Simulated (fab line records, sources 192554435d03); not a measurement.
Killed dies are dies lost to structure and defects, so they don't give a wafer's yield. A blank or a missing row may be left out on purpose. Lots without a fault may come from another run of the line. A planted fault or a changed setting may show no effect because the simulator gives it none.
fab line records | flow n5_finfet
record lots=24 wafers=72 last_day=18
route steps=1938 shown BEOL_M10@1490 BEOL_M11@1587 BEOL_M12@1603
lots that met no fault: from a run of the same line without faults
start_h: hours from the record's first day to the start of the lot's first wafer shown | wait_h: hours since the lot's step before | " the same as in the row above | L1.1+2: a row that stands for several wafers | - no value, or no start given | * or withheld: withheld | < > ~ a bound
route shown NAME@n: a module of which the file shows steps, and the number in the route of the first | usual: mean/standard deviation of fault-free wafers | same: alike in all rows | chamber/n: place in a boat | sites: the reading at each site | _std_site: their standard deviation | _edge_site: outer sites' mean less inner sites' | radius_mm: how far each site lies from the wafer's centre | mask NAME#n: copy n | behind: the tool/chamber that last shaped the wafer | hold: why the lot was held/for how many hours/how that ended | device: the transistor (n, p or np) that didn't switch | end of line: the same wafers' tests at the end of the route | a step without rows: its recipe alone | killed: dies lost to structure and defects at the first sort, not the wafer's yield | map: a wafer's dies, x killed, . not, _ none there
set.NAME: the setting as run; set.NAME@STEP: as run at that earlier step | model.NAME: the simulator's own value behind a step, which no gauge read
steps of the route over a sample of lots; a table a step, a row a wafer
services: from which hour (start_h, from the record's first day; less than 0 if before it) a tool's chamber was out of use, for how many hours, and why
## steps
# step N5_BEOL_M10_STRIP_67
# recipe chemistry=CF4 resist=SiARC power_w=300 bias_power_w=75 pressure_mtorr=50 cf4_flow_sccm=150 rf_frequency_hz=6e+07
# usual drypump_motor_current_A=5.8/0.41 oes_product_au=0.78/0.061 rf_vpp_V=271.1/1.4 showerhead_plenum_p_Torr=1.79/0.049 throttle_valve_pct=13.68/0.29
# columns lot.wafer tool chamber start_h wait_h drypump_motor_current_A oes_product_au rf_hours_counter_h rf_vpp_V showerhead_plenum_p_Torr throttle_valve_pct
L074.1 rie_diel-06 2 222.17 0.0 6.8 0.73 192 271.4 1.78 14.07
L074.4 " 3 " " 5.5 0.81 100 270.4 1.81 13.40
L074.5 " 1 " " 5.7 0.80 - 270.7 1.74 13.78
L076.1 rie_diel-03 3 236.05 0.0 5.1 0.70 239 269.5 1.70 13.85
L076.3 " 1 " " 5.8 0.87 52 274.9 1.90 13.28
L076.5 " 3 " " 5.1 0.70 - 269.1 1.70 13.85
L078.1 rie_diel-03 2 254.85 0.0 5.7 0.78 131 274.3 1.87 13.74
L078.4 " 2 " " 5.6 0.78 - 273.5 1.87 13.74
L078.5 " 1 " " 5.8 0.85 - 273.3 1.90 13.32
L075.3 rie_diel-01 0 255.07 0.0 5.4 0.84 60 269.6 1.75 13.79
L075.5 " 1 " " 5.5 0.79 - 270.4 1.80 13.31
L075.6 " 0 " " 5.4 0.84 - 270.8 1.75 13.80
L077.1 rie_diel-01 0 266.01 0.0 5.4 0.84 63 270.4 1.75 13.79
L077.5 " 2 " " 5.9 0.70 - 271.3 1.85 13.86
L077.6 " 1 " " 5.5 0.78 - 270.4 1.80 13.32
L083.1 rie_diel-01 0 276.41 0.0 5.5 0.84 68 270.1 1.75 13.82
L083.2 " 1 " " 5.5 0.78 141 271.2 1.80 13.33
L083.5 " 0 " " 5.4 0.84 - 267.8 1.75 13.82
L079.2 rie_diel-06 0 285.80 0.0 5.7 0.73 175 271.9 1.79 13.76
L079.4 " 2 " " 6.8 0.72 217 269.8 1.78 14.14
L079.6 " 2 " " 6.8 0.71 - 270.4 1.78 14.13
L081.1 rie_diel-06 0 289.89 0.0 5.7 0.73 177 271.4 1.79 13.75
L081.2 " 1 " " 5.8 0.79 113 270.8 1.73 13.83
L081.5 " 2 " " 6.8 0.71 - 269.9 1.78 14.13
L080.1 rie_diel-06 3 290.14 0.0 5.4 0.79 127 271.2 1.80 13.46
L080.2 " 2 " " 6.8 0.72 219 270.4 1.78 14.14
L080.5 " 2 " " 6.8 0.72 - 270.3 1.78 14.14
L084.1 rie_diel-06 1 301.56 0.0 5.8 0.79 118 270.2 1.73 13.82
L084.4 " 3 " " 5.4 0.79 131 271.4 1.80 13.46
L084.5 " 0 " " 5.8 0.72 - 271.1 1.79 13.77
L082.2 rie_diel-01 0 303.68 0.0 5.5 0.82 76 271.3 1.75 13.83
L082.4 " 2 " " 5.8 0.70 229 272.6 1.85 13.90
L082.5 " 3 " " 6.1 0.84 - 270.2 1.76 13.21
L087.3 rie_diel-01 1 304.11 0.0 5.5 0.77 150 271.3 1.80 13.33
L087.5 " 2 " " 5.8 0.70 - 271.8 1.85 13.91
L087.6 " 3 " " 6.1 0.84 - 271.1 1.76 13.21
L085.2 rie_diel-01 0 315.01 0.0 5.5 0.82 80 269.5 1.75 13.86
L085.5 " 3 " " 6.1 0.83 - 269.0 1.76 13.21
L085.6 " 0 " " 5.5 0.82 - 269.3 1.75 13.84
L086.1 rie_diel-06 0 321.00 0.0 5.8 0.73 188 270.5 1.79 13.79
L086.3 " 3 " " 5.4 0.79 138 271.9 1.80 13.49
L086.4 " 1 " " 5.8 0.77 126 270.2 1.73 13.86
L088.1 rie_diel-01 2 325.62 0.0 5.8 0.69 237 273.3 1.85 13.93
L088.2 " 1 " " 5.5 0.77 157 272.3 1.80 13.35
L088.3 " 3 " " 6.1 0.83 54 270.9 1.75 13.22
L090.1 rie_diel-03 1 326.11 0.0 5.8 0.82 86 274.0 1.89 13.37
L090.4 " 0 " " 6.0 0.93 16 272.7 1.84 13.50
L090.5 " 1 " " 5.8 0.83 - 273.5 1.89 13.36
L089.1 rie_diel-01 3 332.16 0.0 6.1 0.82 56 269.9 1.75 13.23
L089.4 " 2 " " 5.9 0.69 239 270.2 1.85 13.94
L089.6 " 0 " " 5.5 0.81 - 269.7 1.75 13.86
L091.1 rie_diel-01 0 347.45 0.0 5.4 0.80 93 269.0 1.75 13.88
L091.4 " 2 " " 5.9 0.69 246 272.4 1.84 13.92
L091.5 " 1 " " 5.5 0.76 - 271.2 1.79 13.38
L092.1 rie_diel-06 0 349.35 0.0 5.7 0.72 198 271.3 1.78 13.81
L092.4 " 2 " " 6.8 0.70 240 272.7 1.77 14.19
L092.5 " 3 " " 5.4 0.78 - 272.0 1.79 13.53
L093.1 rie_diel-03 2 351.58 0.0 5.7 0.75 167 273.5 1.86 13.83
L093.4 " 1 " " 5.8 0.82 97 273.3 1.88 13.40
L093.6 " 2 " " 5.7 0.74 - 271.9 1.86 13.83
L096.1 rie_diel-01 1 356.19 0.0 5.5 0.76 170 270.5 1.79 13.38
L096.3 " 0 " " 5.5 0.80 96 269.7 1.74 13.87
L096.5 " 0 " " 5.5 0.81 - 270.4 1.74 13.89
L095.3 rie_diel-06 2 359.81 0.0 6.8 0.70 244 271.8 1.77 14.19
L095.5 " 1 " " 5.7 0.76 - 269.1 1.73 13.89
L095.6 " 0 " " 5.8 0.72 - 271.3 1.78 13.82
L094.1 rie_diel-03 0 359.85 0.0 6.0 0.91 30 272.3 1.83 13.53
L094.5 " 0 " " 6.0 0.92 - 271.9 1.83 13.53
L094.6 " 3 " " 5.1 0.92 - 272.8 1.90 13.35
L097.2 rie_diel-06 3 381.33 0.0 5.4 0.77 159 271.1 1.79 13.54
L097.4 " 0 " " 5.8 0.70 - 271.0 1.78 13.83
L097.6 " 3 " " 5.4 0.76 - 271.1 1.79 13.55
# step N5_BEOL_M10_TRENCH_ETCH_37
# recipe chemistry=C4F6/O2 target_depth_a=1488.3 target=SiCOH_lowk time_s=48 ion_energy_ev=250 pressure_mtorr=30 source_w=345 bias_w=185 Ar_flow_sccm=300 C4F6_flow_sccm=10 O2_flow_sccm=10
# usual drypump_motor_current_A=5.8/0.41 oes_product_au=0.79/0.074 rf_vpp_V=667/4.3 showerhead_plenum_p_Torr=2.87/0.088 throttle_valve_pct=21.0/0.31
# columns lot.wafer tool chamber start_h wait_h drypump_motor_current_A oes_product_au rf_hours_counter_h rf_vpp_V showerhead_plenum_p_Torr throttle_valve_pct
L074.1 rie_diel-06 2 - - 6.9 0.74 194 671 2.84 21.5
L074.4 " 0 " " 5.8 0.75 152 663 2.85 21.0
L074.5 " 3 " " 5.4 0.84 - 673 2.87 20.8
L076.1 rie_diel-03 1 - - 5.8 0.86 53 665 3.01 20.7
L076.3 " 2 " " 5.7 0.78 125 671 2.97 21.1
L076.5 " 0 " " 6.0 0.69 - 670 2.92 21.3
L078.1 rie_diel-01 2 - - 5.9 0.71 214 673 2.93 21.2
L078.4 " 1 " " 5.5 0.79 134 662 2.86 20.6
L078.5 " 3 " " 6.1 0.87 - 665 2.78 20.5
L075.3 rie_diel-03 1 - - 5.8 0.85 60 666 3.01 20.7
L075.5 " 2 " " 5.7 0.77 - 671 2.97 21.1
L075.6 " 1 " " 5.8 0.86 - 663 3.01 20.7
L077.1 rie_diel-06 0 - - 5.8 0.74 166 664 2.84 21.0
L077.5 " 2 " " 6.8 0.72 - 669 2.83 21.5
L077.6 " 1 " " 5.8 0.80 - 659 2.75 21.3
L083.1 rie_diel-06 0 - - 5.8 0.73 171 663 2.84 21.1
L083.2 " 3 " " 5.4 0.81 122 671 2.87 20.8
L083.5 " 0 " " 5.8 0.74 - 663 2.84 21.0
L079.2 rie_diel-01 2 - - 5.9 0.69 225 674 2.93 21.2
L079.4 " 1 " " 5.5 0.78 145 663 2.85 20.6
L079.6 " 2 " " 5.9 0.70 - 672 2.93 21.2
L080.1 rie_diel-06 0 - - 5.7 0.73 178 664 2.84 21.0
L080.2 " 2 " " 6.8 0.71 220 669 2.83 21.5
L080.5 " 1 " " 5.8 0.80 - 660 2.75 21.3
L081.1 rie_diel-01 2 - - 5.9 0.70 226 674 2.93 21.2
L081.2 " 1 " " 5.5 0.78 146 662 2.85 20.6
L081.5 " 1 " " 5.5 0.78 - 662 2.85 20.6
L084.1 rie_diel-01 1 - - 5.5 0.78 149 665 2.85 20.6
L084.4 " 2 " " 5.8 0.70 229 672 2.93 21.2
L084.5 " 1 " " 5.5 0.78 - 662 2.85 20.6
L082.2 rie_diel-03 2 - - 5.7 0.76 150 671 2.96 21.1
L082.4 " 3 " " 5.1 0.99 2 673 3.04 20.8
L082.5 " 3 " " 5.1 0.99 - 672 3.04 20.8
L087.3 rie_diel-03 2 - - 5.7 0.76 152 671 2.96 21.1
L087.5 " 1 " " 5.8 0.82 - 663 3.00 20.7
L087.6 " 0 " " 6.0 0.95 - 670 2.91 21.0
L085.2 rie_diel-01 2 - - 5.9 0.70 234 673 2.92 21.2
L085.5 " 0 " " 5.5 0.82 - 669 2.77 21.4
L085.6 " 3 " " 6.1 0.84 - 665 2.77 20.5
L086.1 rie_diel-03 1 - - 5.8 0.82 84 663 3.00 20.7
L086.3 " 2 " " 5.7 0.75 157 671 2.96 21.1
L086.4 " 3 " " 5.1 0.96 8 671 3.04 20.9
L088.1 rie_diel-01 3 - - 6.1 0.84 54 666 2.77 20.5
L088.2 " 1 " " 5.5 0.77 158 662 2.84 20.6
L088.3 " 2 " " 5.9 0.68 237 672 2.92 21.2
L090.1 rie_diel-06 2 - - 6.8 0.70 234 671 2.82 21.5
L090.4 " 1 " " 5.8 0.78 128 658 2.75 21.3
L090.5 " 2 " " 6.9 0.71 - 670 2.82 21.5
L089.1 rie_diel-01 3 - - 6.1 0.83 57 665 2.77 20.5
L089.4 " 0 " " 5.5 0.81 86 667 2.77 21.4
L089.6 " 0 " " 5.4 0.80 - 666 2.77 21.4
L091.1 rie_diel-01 1 - - 5.5 0.75 167 663 2.84 20.6
L091.4 " 0 " " 5.4 0.79 93 667 2.77 21.4
L091.5 " 1 " " 5.5 0.76 - 661 2.84 20.6
L092.1 rie_diel-06 1 - - 5.8 0.76 138 659 2.74 21.3
L092.4 " 0 " " 5.8 0.71 199 662 2.83 21.1
L092.5 " 0 " " 5.8 0.71 - 662 2.83 21.1
L093.1 rie_diel-01 3 - - 6.1 0.82 65 665 2.76 20.5
L093.4 " 1 " " 5.5 0.76 169 662 2.84 20.6
L093.6 " 3 " " 6.1 0.83 - 665 2.76 20.5
L096.1 rie_diel-03 0 - - 6.0 0.92 29 668 2.90 21.0
L096.3 " 3 " " 5.1 0.91 22 670 3.03 20.9
L096.5 " 2 " " 5.6 0.74 - 671 2.95 21.2
L095.3 rie_diel-03 0 - - 6.0 0.92 30 670 2.90 21.0
L095.5 " 3 " " 5.1 0.91 - 672 3.03 20.9
L095.6 " 2 " " 5.7 0.74 - 670 2.95 21.2
L094.1 rie_diel-01 0 - - 5.5 0.80 98 668 2.77 21.4
L094.5 " 0 " " 5.5 0.80 - 667 2.77 21.4
L094.6 " 3 " " 6.1 0.82 - 666 2.76 20.5
L097.2 rie_diel-03 3 - - 5.1 0.91 31 672 3.03 20.9
L097.4 " 0 " " 6.0 0.91 36 667 2.90 21.0
L097.6 " 3 " " 5.1 0.90 - 672 3.03 20.9
# step N5_BEOL_M10_ETCH_41
# recipe chemistry=CH3F/O2 target=SiCN target_depth_a=426 taper_deg=2 time_s=86 ion_energy_ev=120 mask_material=TiN pressure_mtorr=30 source_w=395 bias_w=75 Ar_flow_sccm=150 CH3F_flow_sccm=30 O2_flow_sccm=20
# usual drypump_motor_current_A=5.8/0.41 oes_product_au=0.79/0.074 rf_vpp_V=297.6/1.5 showerhead_plenum_p_Torr=2.02/0.064 throttle_valve_pct=16.37/0.3
# columns lot.wafer tool chamber start_h wait_h drypump_motor_current_A oes_product_au rf_hours_counter_h rf_vpp_V showerhead_plenum_p_Torr throttle_valve_pct
L074.1 rie_diel-06 2 - - 6.8 0.73 194 297.0 1.99 16.83
L074.4 " 0 " " 5.7 0.75 152 298.1 2.00 16.42
L074.5 " 3 " " 5.4 0.82 - 297.1 2.02 16.16
L076.1 rie_diel-03 1 - - 5.8 0.86 53 299.0 2.12 16.02
L076.3 " 2 " " 5.6 0.77 125 299.5 2.09 16.49
L076.5 " 0 " " 6.0 0.69 - 298.2 2.05 16.66
L078.1 rie_diel-01 2 - - 5.8 0.71 214 298.6 2.06 16.56
L078.4 " 1 " " 5.5 0.79 134 297.2 2.01 16.01
L078.5 " 3 " " 6.1 0.87 - 296.6 1.95 15.87
L075.3 rie_diel-03 1 - - 5.8 0.85 60 298.8 2.12 16.04
L075.5 " 2 " " 5.6 0.78 - 300.1 2.09 16.51
L075.6 " 1 " " 5.8 0.85 - 299.6 2.12 16.05
L077.1 rie_diel-06 0 - - 5.7 0.74 166 297.7 2.00 16.45
L077.5 " 2 " " 6.8 0.71 - 297.3 1.99 16.86
L077.6 " 1 " " 5.7 0.79 - 295.1 1.93 16.60
L083.1 rie_diel-06 0 - - 5.8 0.74 171 296.1 1.99 16.45
L083.2 " 3 " " 5.4 0.80 122 298.4 2.01 16.23
L083.5 " 0 " " 5.7 0.74 - 298.2 1.99 16.45
L079.2 rie_diel-01 2 - - 5.9 0.70 225 298.7 2.06 16.58
L079.4 " 1 " " 5.5 0.78 145 295.6 2.00 16.02
L079.6 " 2 " " 5.9 0.70 - 299.2 2.06 16.58
L080.1 rie_diel-06 0 - - 5.7 0.72 178 297.7 1.99 16.48
L080.2 " 2 " " 6.8 0.71 220 296.3 1.98 16.88
L080.5 " 1 " " 5.8 0.79 - 295.5 1.93 16.61
L081.1 rie_diel-01 2 - - 5.9 0.70 226 300.0 2.06 16.60
L081.2 " 1 " " 5.5 0.79 146 297.8 2.00 16.03
L081.5 " 1 " " 5.5 0.78 - 297.2 2.00 16.02
L084.1 rie_diel-01 1 - - 5.5 0.78 149 295.7 2.00 16.04
L084.4 " 2 " " 5.8 0.70 229 298.5 2.06 16.59
L084.5 " 1 " " 5.5 0.79 - 296.8 2.00 16.04
L082.2 rie_diel-03 2 - - 5.7 0.75 151 298.4 2.08 16.51
L082.4 " 3 " " 5.0 0.97 2 299.5 2.14 16.13
L082.5 " 3 " " 5.1 0.98 - 300.1 2.14 16.14
L087.3 rie_diel-03 2 - - 5.7 0.75 152 297.0 2.08 16.54
L087.5 " 1 " " 5.8 0.83 - 299.4 2.11 16.10
L087.6 " 0 " " 6.0 0.97 - 298.9 2.05 16.27
L085.2 rie_diel-01 2 - - 5.9 0.69 234 297.4 2.06 16.61
L085.5 " 0 " " 5.5 0.82 - 296.1 1.95 16.63
L085.6 " 3 " " 6.1 0.84 - 294.8 1.94 15.91
L086.1 rie_diel-03 1 - - 5.8 0.82 84 298.0 2.11 16.10
L086.3 " 2 " " 5.7 0.75 157 298.6 2.08 16.53
L086.4 " 3 " " 5.1 0.95 8 300.4 2.14 16.17
L088.1 rie_diel-01 3 - - 6.1 0.84 54 295.9 1.94 15.93
L088.2 " 1 " " 5.5 0.77 158 298.8 2.00 16.06
L088.3 " 2 " " 5.9 0.69 237 298.9 2.06 16.60
L090.1 rie_diel-06 2 - - 6.9 0.71 234 296.2 1.98 16.93
L090.4 " 1 " " 5.8 0.78 128 295.0 1.93 16.62
L090.5 " 2 " " 6.8 0.69 - 297.6 1.98 16.92
L089.1 rie_diel-01 3 - - 6.1 0.84 57 297.9 1.94 15.90
L089.4 " 0 " " 5.5 0.81 86 296.2 1.94 16.65
L089.6 " 0 " " 5.5 0.81 - 296.4 1.94 16.63
L091.1 rie_diel-01 1 - - 5.5 0.76 167 297.3 2.00 16.09
L091.4 " 0 " " 5.4 0.80 93 295.7 1.94 16.65
L091.5 " 1 " " 5.5 0.76 - 296.7 2.00 16.08
L092.1 rie_diel-06 1 - - 5.8 0.77 138 295.4 1.92 16.64
L092.4 " 0 " " 5.8 0.71 199 297.9 1.99 16.52
L092.5 " 0 " " 5.7 0.71 - 297.2 1.99 16.50
L093.1 rie_diel-01 3 - - 6.1 0.81 66 295.4 1.94 15.94
L093.4 " 1 " " 5.5 0.76 169 298.3 2.00 16.07
L093.6 " 3 " " 6.1 0.82 - 296.1 1.94 15.93
L096.1 rie_diel-03 0 - - 6.0 0.92 29 298.3 2.04 16.31
L096.3 " 3 " " 5.1 0.92 22 298.8 2.13 16.16
L096.5 " 2 " " 5.6 0.74 - 298.4 2.08 16.57
L095.3 rie_diel-03 0 - - 6.0 0.92 30 297.9 2.04 16.30
L095.5 " 3 " " 5.1 0.92 - 299.6 2.13 16.19
L095.6 " 2 " " 5.7 0.74 - 298.4 2.08 16.58
L094.1 rie_diel-01 0 - - 5.5 0.79 98 296.6 1.94 16.68
L094.5 " 0 " " 5.5 0.80 - 295.9 1.94 16.69
L094.6 " 3 " " 6.1 0.81 - 295.9 1.94 15.95
L097.2 rie_diel-03 3 - - 5.1 0.91 31 300.0 2.13 16.18
L097.4 " 0 " " 6.0 0.90 37 299.4 2.04 16.31
L097.6 " 3 " " 5.1 0.90 - 299.6 2.13 16.19
# step N5_BEOL_M10_RS_MEAS_57
# recipe thk_meas_gauge=four-point-probe reads=Cu_of_BEOL_M10_ECD_50+Co_of_BEOL_M10_CVD_75+TaN_of_BEOL_M10_ALD_74
# usual M10_RS=0.1505/0.0023
# columns lot.wafer tool chamber start_h wait_h M10_RS[ohm/sq]
L074.1 film_metro-02 - 228.23 0.1 0.1522
L074.4 " - " " 0.1518
L074.5 " - " " 0.1480
L076.1 film_metro-01 - 240.14 0.1 0.1515
L076.3 " - " " 0.1510
L076.5 " - " " 0.1538
L078.1 film_metro-02 - 258.43 0.1 0.1518
L078.4 " - " " 0.1479
L078.5 " - " " 0.1480
L075.3 film_metro-02 - 261.03 0.1 0.1517
L075.5 " - " " 0.1525
L075.6 " - " " 0.1496
L077.1 film_metro-02 - 271.01 0.1 0.1496
L077.5 " - " " 0.1524
L077.6 " - " " 0.1481
L083.1 film_metro-02 - 282.15 0.1 0.1497
L083.2 " - " " 0.1474
L083.5 " - " " 0.1501
L079.2 film_metro-01 - 292.13 0.1 0.1516
L079.4 " - " " 0.1509
L079.6 " - " " 0.1529
L080.1 film_metro-02 - 296.52 0.1 0.1520
L080.2 " - " " 0.1513
L080.5 " - " " 0.1475
L081.1 film_metro-01 - 297.55 0.1 0.1504
L081.2 " - " " 0.1478
L081.5 " - " " 0.1495
L084.1 film_metro-02 - 305.96 0.1 0.1483
L084.4 " - " " 0.1505
L084.5 " - " " 0.1463
L082.2 film_metro-02 - 307.99 0.1 0.1514
L082.4 " - " " 0.1513
L082.5 " - " " 0.1507
L087.3 film_metro-02 - 311.82 0.1 0.1515
L087.5 " - " " 0.1540
L087.6 " - " " 0.1475
L085.2 film_metro-01 - 320.50 0.1 0.1486
L085.5 " - " " 0.1502
L085.6 " - " " 0.1499
L086.1 film_metro-01 - 326.70 0.1 0.1515
L086.3 " - " " 0.1508
L086.4 " - " " 0.1507
L088.1 film_metro-01 - 329.60 0.1 0.1484
L088.2 " - " " 0.1466
L088.3 " - " " 0.1514
L090.1 film_metro-01 - 330.87 0.1 0.1537
L090.4 " - " " 0.1492
L090.5 " - " " 0.1538
L089.1 film_metro-02 - 337.67 0.1 0.1483
L089.4 " - " " 0.1494
L089.6 " - " " 0.1517
L091.1 film_metro-02 - 352.22 0.1 0.1509
L091.4 " - " " 0.1553
L091.5 " - " " 0.1500
L092.1 film_metro-01 - 354.04 0.1 0.1515
L092.4 " - " " 0.1538
L092.5 " - " " 0.1536
L093.1 film_metro-02 - 357.22 0.1 0.1472
L093.4 " - " " 0.1482
L093.6 " - " " 0.1464
L096.1 film_metro-02 - 360.56 0.1 0.1478
L096.3 " - " " 0.1516
L096.5 " - " " 0.1531
L095.3 film_metro-02 - 365.15 0.1 0.1485
L095.5 " - " " 0.1508
L095.6 " - " " 0.1510
L094.1 film_metro-02 - 365.37 0.1 0.1500
L094.5 " - " " 0.1506
L094.6 " - " " 0.1487
L097.2 film_metro-02 - 386.07 0.1 0.1488
L097.4 " - " " 0.1454
L097.6 " - " " 0.1502
# step N5_BEOL_M11_CURE_72
# recipe temp_c=370 time_s=120 ambient=DMADMS/He material=SiCOH_lowk
# usual lamp_power_pct=52.31/0.058 wafer_temp_C_max=372.1/0.89
# columns lot.wafer tool chamber start_h wait_h lamp_power_pct wafer_temp_C_max
L074.1 uv_cure-03 0 233.46 0.0 52.37 373.2
L074.4 " 0 " " 52.25 372.7
L074.5 " 0 " " 52.41 372.8
L076.1 uv_cure-01 2 247.09 0.0 52.35 371.3
L076.3 " 2 " " 52.30 372.2
L076.5 " 2 " " 52.31 371.6
L078.1 uv_cure-02 0 264.69 0.0 52.33 370.7
L078.4 " 0 " " 52.36 371.4
L078.5 " 0 " " 52.35 371.4
L075.3 uv_cure-02 1 268.50 0.1 52.29 372.2
L075.5 " 1 " " 52.21 371.8
L075.6 " 1 " " 52.32 372.3
L077.1 uv_cure-03 1 275.48 0.0 52.24 372.8
L077.5 " 1 " " 52.28 372.2
L077.6 " 1 " " 52.25 372.2
L083.1 uv_cure-01 0 289.02 0.0 52.31 371.2
L083.2 " 0 " " 52.28 371.5
L083.5 " 0 " " 52.38 371.2
L079.2 uv_cure-03 0 296.24 0.1 52.44 372.9
L079.4 " 0 " " 52.30 373.2
L079.6 " 0 " " 52.44 372.3
L080.1 uv_cure-02 1 302.74 0.0 52.34 372.1
L080.2 " 1 " " 52.28 371.6
L080.5 " 1 " " 52.33 371.8
L081.1 uv_cure-02 0 303.04 0.2 52.38 370.7
L081.2 " 0 " " 52.30 370.5
L081.5 " 0 " " 52.22 371.2
L084.1 uv_cure-01 2 310.85 0.0 52.37 371.6
L084.4 " 2 " " 52.35 371.8
L084.5 " 2 " " 52.38 371.5
L082.2 uv_cure-02 0 314.45 0.1 52.22 371.8
L082.4 " 0 " " 52.23 371.8
L082.5 " 0 " " 52.29 371.5
L087.3 uv_cure-03 0 318.41 0.1 52.25 373.0
L087.5 " 0 " " 52.18 372.0
L087.6 " 0 " " 52.23 373.7
L085.2 uv_cure-03 0 325.21 0.1 52.26 372.8
L085.5 " 0 " " 52.36 373.2
L085.6 " 0 " " 52.26 373.8
L086.1 uv_cure-02 0 331.27 0.0 52.30 372.1
L086.3 " 0 " " 52.38 371.6
L086.4 " 0 " " 52.31 371.5
L088.1 uv_cure-02 2 334.41 0.0 52.32 373.1
L088.2 " 2 " " 52.28 372.9
L088.3 " 2 " " 52.23 373.8
L090.1 uv_cure-02 0 338.54 0.0 52.37 371.5
L090.4 " 0 " " 52.08 371.5
L090.5 " 0 " " 52.37 371.8
L089.1 uv_cure-03 2 344.69 0.1 52.29 371.6
L089.4 " 2 " " 52.29 371.4
L089.6 " 2 " " 52.34 371.6
L091.1 uv_cure-03 2 358.44 0.0 52.30 371.2
L091.4 " 2 " " 52.22 371.5
L091.5 " 2 " " 52.29 371.1
L092.1 uv_cure-03 1 358.90 0.0 52.21 373.2
L092.4 " 1 " " 52.37 372.3
L092.5 " 1 " " 52.32 374.3
L093.1 uv_cure-02 0 362.47 0.0 52.28 371.8
L093.4 " 0 " " 52.31 370.9
L093.6 " 0 " " 52.26 371.0
L096.1 uv_cure-01 1 364.92 0.0 52.34 371.9
L096.3 " 1 " " 52.35 371.9
L096.5 " 1 " " 52.18 371.5
L095.3 uv_cure-02 2 372.30 0.2 52.25 373.6
L095.5 " 2 " " 52.28 372.8
L095.6 " 2 " " 52.26 372.8
L094.1 uv_cure-01 0 372.55 0.0 52.25 371.7
L094.5 " 0 " " 52.24 371.7
L094.6 " 0 " " 52.36 371.8
L097.2 uv_cure-03 1 394.12 0.1 52.32 373.9
L097.4 " 1 " " 52.35 371.9
L097.6 " 1 " " 52.21 372.7
# step N5_BEOL_M12_THK_MEAS_01
# recipe reads=SiOC_of_BEOL_M12_ILD_DEP_00
# usual M12_ILD_THK=658/9.1
# columns lot.wafer tool chamber start_h wait_h M12_ILD_THK[nm]
L074.1 film_metro-01 - 235.75 0.1 651
L074.4 " - " " 658
L074.5 " - " " 675
L076.1 film_metro-01 - 252.11 0.1 655
L076.3 " - " " 650
L076.5 " - " " 661
L078.1 film_metro-02 - 267.38 0.1 641
L078.4 " - " " 656
L078.5 " - " " 668
L075.3 film_metro-02 - 271.35 0.1 667
L075.5 " - " " 667
L075.6 " - " " 664
L077.1 film_metro-01 - 278.35 0.1 664
L077.5 " - " " 676
L077.6 " - " " 673
L083.1 film_metro-02 - 292.28 0.1 648
L083.2 " - " " 648
L083.5 " - " " 656
L079.2 film_metro-02 - 298.61 0.1 651
L079.4 " - " " 660
L079.6 " - " " 654
L080.1 film_metro-02 - 305.33 0.1 659
L080.2 " - " " 659
L080.5 " - " " 668
L081.1 film_metro-02 - 305.62 0.1 649
L081.2 " - " " 645
L081.5 " - " " 658
L084.1 film_metro-02 - 315.34 0.1 653
L084.4 " - " " 657
L084.5 " - " " 654
L082.2 film_metro-02 - 317.73 0.1 642
L082.4 " - " " 659
L082.5 " - " " 655
L087.3 film_metro-01 - 323.11 0.1 662
L087.5 " - " " 671
L087.6 " - " " 679
L085.2 film_metro-02 - 327.80 0.1 648
L085.5 " - " " 658
L085.6 " - " " 643
L086.1 film_metro-02 - 334.78 0.1 654
L086.3 " - " " 655
L086.4 " - " " 659
L088.1 film_metro-02 - 336.91 0.1 652
L088.2 " - " " 642
L088.3 " - " " 645
L090.1 film_metro-01 - 340.84 0.1 646
L090.4 " - " " 657
L090.5 " - " " 653
L089.1 film_metro-01 - 347.82 0.1 657
L089.4 " - " " 654
L089.6 " - " " 658
L091.1 film_metro-01 - 361.20 0.1 670
L091.4 " - " " 682
L091.5 " - " " 678
L092.1 film_metro-02 - 361.77 0.1 648
L092.4 " - " " 658
L092.5 " - " " 664
L093.1 film_metro-02 - 364.98 0.1 648
L093.4 " - " " 647
L093.6 " - " " 656
L096.1 film_metro-02 - 367.59 0.1 660
L096.3 " - " " 657
L096.5 " - " " 661
L095.3 film_metro-01 - 375.53 0.1 650
L095.5 " - " " 666
L095.6 " - " " 669
L094.1 film_metro-02 - 376.14 0.1 652
L094.5 " - " " 664
L094.6 " - " " 670
L097.2 film_metro-01 - 397.35 0.1 656
L097.4 " - " " 667
L097.6 " - " " 674
## services
# columns tool chamber start_h hours kind
uv_cure-03 - 213.11 1.6 repair
uv_cure-02 - 238.24 6.0 pm
rie_diel-01 1 247.05 2.6 repair
rie_diel-03 3 247.54 9.3 repair
rie_diel-03 0 259.40 - clean
rie_diel-03 0 259.40 - consumable_replace:focus_ring
rie_diel-03 0 259.40 20.5 scheduled_down
rie_diel-03 0 259.40 20.5 vent_cycle
rie_diel-03 - 267.25 1.6 repair
uv_cure-03 - 271.63 2.1 pm
uv_cure-03 - 287.93 0.3 repair
uv_cure-01 - 299.81 3.4 pm
uv_cure-02 - 305.01 7.5 pm
uv_cure-01 - 318.78 1.0 pm
rie_diel-03 2 330.71 4.4 repair
uv_cure-01 - 331.47 2.3 repair
uv_cure-01 - 343.58 1.4 repair
rie_diel-01 2 357.51 - clean
rie_diel-01 2 357.51 - consumable_replace:focus_ring
rie_diel-01 2 357.51 16.1 scheduled_down
rie_diel-01 2 357.51 16.1 vent_cycle
rie_diel-06 - 370.27 2.8 pm
rie_diel-06 1 389.46 5.7 repair
rie_diel-03 3 390.81 4.9 repair
## key
fault none
